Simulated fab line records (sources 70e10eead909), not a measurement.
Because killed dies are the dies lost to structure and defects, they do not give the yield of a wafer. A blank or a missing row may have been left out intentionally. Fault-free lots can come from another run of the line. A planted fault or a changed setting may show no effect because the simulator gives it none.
Comparing a struck lot with a sound one -- flow nandHarc -- 17 out of 1302 route steps
Sound: the wafers L468.1, L468.2, L468.5. Struck: wafer L479.4 (left out: L479.2, L479.3 of the same lot, which were not struck); the cause appears at the end.
Order at every step that has rows: each side's tool, ch and its chambers, its first start. Under that, the readings that differ: sound wafers -- struck wafers -- difference of the means -- sigmas: that difference in standard deviations of wafers without a fault.
alike: same words and numbers on both sides, and readings whose means sit less than 2 such deviations apart. not compared: any withheld reading, any reading some wafer has no value for, any bound like >300 that may hide the same value, and any number with overlapping values for which the record gives no deviation.
A row with sigmas, a row that says differs or no value, or rows on one side alone: a step with any of these is where the two part. Numbers that don't overlap but have no deviation are shown without sigmas and don't part them. A reading that every wafer of one side lacks parts them only if that side has two wafers or more.

NHARC_A_M1_INSPECT_11:
  struck on defectInspect-02, day 28 22:53; sound on defectInspect-02, day 23 18:34
  alike: rawDefectCount
NHARC_A_M1_DESCUM_14: chemistry O2, time 3 s.
  sound on rieDiel-04 ch 0,3, day 23 18:38; struck on rieDiel-08 ch 2, day 28 22:57
reading,sound,struck,difference,sigmas
rfVppV (V),58.0 56.7 59.0,55.7,-2.2,-2
  alike: drypumpMotorCurrentA, mfcArSccm, oesProductAu, showerheadPlenumPTorr, throttleValvePct
  not compared: rfHoursCounterH
then, 2 steps without rows for these wafers: NHARC_A_M1_ETCH_35 (etches the open film in N2/H2, target depth 40 nm, overetch 12 nm, time 43.94 s); NHARC_A_M1_ETCH_15 (etches the open film in C4F8/Ar, target depth 182.5 nm, time 91.2 s).
NHARC_A_M1_CD_MEAS_16:
  struck on cdSem-02, day 28 23:14; sound on cdSem-01, day 23 18:56
  alike: cdNm
then, 1 step without rows for these wafers: NHARC_A_M1_STRIP_18 (strips in N2/H2).
NHARC_A_M1_ETCH_28: etches the open film in CF4/N2, target depth 30 nm, time 72.99 s.
  sound: rieDiel-06 ch 1,2; struck: rieDiel-06 ch 0
reading,sound,struck,difference,sigmas
rfFwdPowerW (W),299.7 297.5 298.7,295.5,-3.1,-2
  alike: drypumpMotorCurrentA, mfcArSccm, n2FlowSccm, oesProductAu, rfVppV, showerheadPlenumPTorr, throttleValvePct
  not compared: rfHoursCounterH
then, 1 step without rows for these wafers: NHARC_A_M1_STRIP_19 (strips in post etch residue remover, time 600 s).
NHARC_A_M1_DEGAS_29: time 60 s.
  struck on pvdSputter-03, day 28 23:58; sound on pvdSputter-03, day 23 19:40
  alike: heaterPowerW
then, 1 step without rows for these wafers: NHARC_A_M1_PRE_CLEAN_30 (time 30 s).
NHARC_A_M1_PVD_20: deposits TaN, target thk 5 nm, time 8.06 s.
  sound on pvdSputter-03; struck on pvdSputter-03
  alike: substrateTempC, throttleValvePct
NHARC_A_M1_PVD_21: deposits Cu, target thk 30 nm, time 20.49 s.
  sound on pvdSputter-03; struck on pvdSputter-03
  alike: substrateTempC, throttleValvePct
NHARC_A_M1_ECD_22: material Cu, target thk 400 nm.
  sound on ecdCu-02 ch 0,1, day 23 20:02; struck on ecdCu-02 ch 0,1, day 29 00:23
then, 1 step without rows for these wafers: NHARC_A_M1_ANNEAL_31 (time 90 s).
NHARC_A_M1_CMP_23: polishes, t overpolish 20 s, target thk 154.34 nm.
  sound on cmp-02 ch 0,1,3, day 23 20:47; struck on cmp-04 ch 0, day 29 01:03
reading,sound,struck,difference,sigmas
motorCurrentA (A),11.1 14.2 13.2,9.9,-2.9,-2
timeToEndpointS (s),30.1 34.0 30.6,16.0,-15.6,-6
NHARC_A_M1_THK_MEAS_24: measures by xrf.
  struck on filmMetro-02, day 29 01:23; sound on filmMetro-01, day 23 21:05
  alike: thkNm
NHARC_END_SORT_01:
  only the struck wafers appear in the record here, on prober-01 ch 0 at day 30 15:26; the sound ones have no rows

WHERE THEY PART
Last at NHARC_END_SORT_01 as far as this record goes, first at NHARC_A_M1_DESCUM_14.

WHY: what the simulator had put in
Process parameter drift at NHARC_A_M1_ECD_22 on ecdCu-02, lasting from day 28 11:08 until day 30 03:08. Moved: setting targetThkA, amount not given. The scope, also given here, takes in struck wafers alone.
